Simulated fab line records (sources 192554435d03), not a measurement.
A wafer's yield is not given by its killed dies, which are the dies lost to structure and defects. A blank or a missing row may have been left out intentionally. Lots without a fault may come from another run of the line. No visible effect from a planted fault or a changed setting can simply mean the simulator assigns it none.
Matching of chambers :: flow n5 finfet :: N5_BEOL_M1_PRE_CLEAN_60 on cvd co-01: 3 sister chambers
The step time 15 s. 16 wafers are shown with their chamber, then 8 later ones without.

WAFERS PAIRED WITH THEIR CHAMBERS
wafer: L077.1
chamber: 2
heater power w (W): 95

wafer: L077.2
chamber: 1
heater power w (W): 85

wafer: L077.3
chamber: 0
heater power w (W): 82

wafer: L078.1
chamber: 0
heater power w (W): 82

wafer: L078.4
chamber: 2
heater power w (W): 93

wafer: L078.5
chamber: 1
heater power w (W): 85

wafer: L081.1
chamber: 0
heater power w (W): 84

wafer: L081.3
chamber: 2
heater power w (W): 89

wafer: L081.4
chamber: 0
heater power w (W): 82

wafer: L082.3
chamber: 1
heater power w (W): 86

wafer: L082.4
chamber: 1
heater power w (W): 86

wafer: L082.5
chamber: 2
heater power w (W): 91

wafer: L086.2
chamber: 1
heater power w (W): 85

wafer: L086.3
chamber: 2
heater power w (W): 92

wafer: L086.5
chamber: 2
heater power w (W): 96

wafer: L092.2
chamber: 2
heater power w (W): 93

SIGNATURES (averages over the wafers above)
reading: heater power w
chamber 0: 82.50
chamber 1: 85.40
chamber 2: 92.71
scatter within a chamber: 1.7
Rule: for a wafer and a chamber, the distance is found by dividing, reading by reading, the gap between the wafer's reading and the chamber's mean by the reading's scatter, squaring, summing and taking the root. If the next closest chamber is less than 2 further off than the closest, the wafer can't be placed; otherwise it belongs to the closest. The scatter is the square root of a quotient: the sum, over the shown wafers, of each reading's squared deviation from its chamber's mean, divided by wafers minus chambers.

WAFERS MISSING THEIR CHAMBER
wafer: L092.3
heater power w (W): 84

wafer: L092.6
heater power w (W): 82

wafer: L093.2
heater power w (W): 86

wafer: L093.3
heater power w (W): 95

wafer: L093.5
heater power w (W): 94

wafer: L094.1
heater power w (W): 85

wafer: L094.4
heater power w (W): 82

wafer: L094.5
heater power w (W): 84

EACH ONE'S CHAMBER
wafer: L092.3
from the rows above: can't be placed: 1 or 0
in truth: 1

wafer: L092.6
from the rows above: can't be placed: 0 or 1
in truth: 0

wafer: L093.2
from the rows above: can't be placed: 1 or 0
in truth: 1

wafer: L093.3
from the rows above: 2
in truth: 2

wafer: L093.5
from the rows above: 2
in truth: 2

wafer: L094.1
from the rows above: can't be placed: 1 or 0
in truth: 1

wafer: L094.4
from the rows above: can't be placed: 0 or 1
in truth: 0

wafer: L094.5
from the rows above: can't be placed: 1 or 0
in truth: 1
Correctly placed: 2 of 8. Unplaceable from these rows: 6, with the true chamber sitting among the candidates in 6. Number placed wrongly: 0.
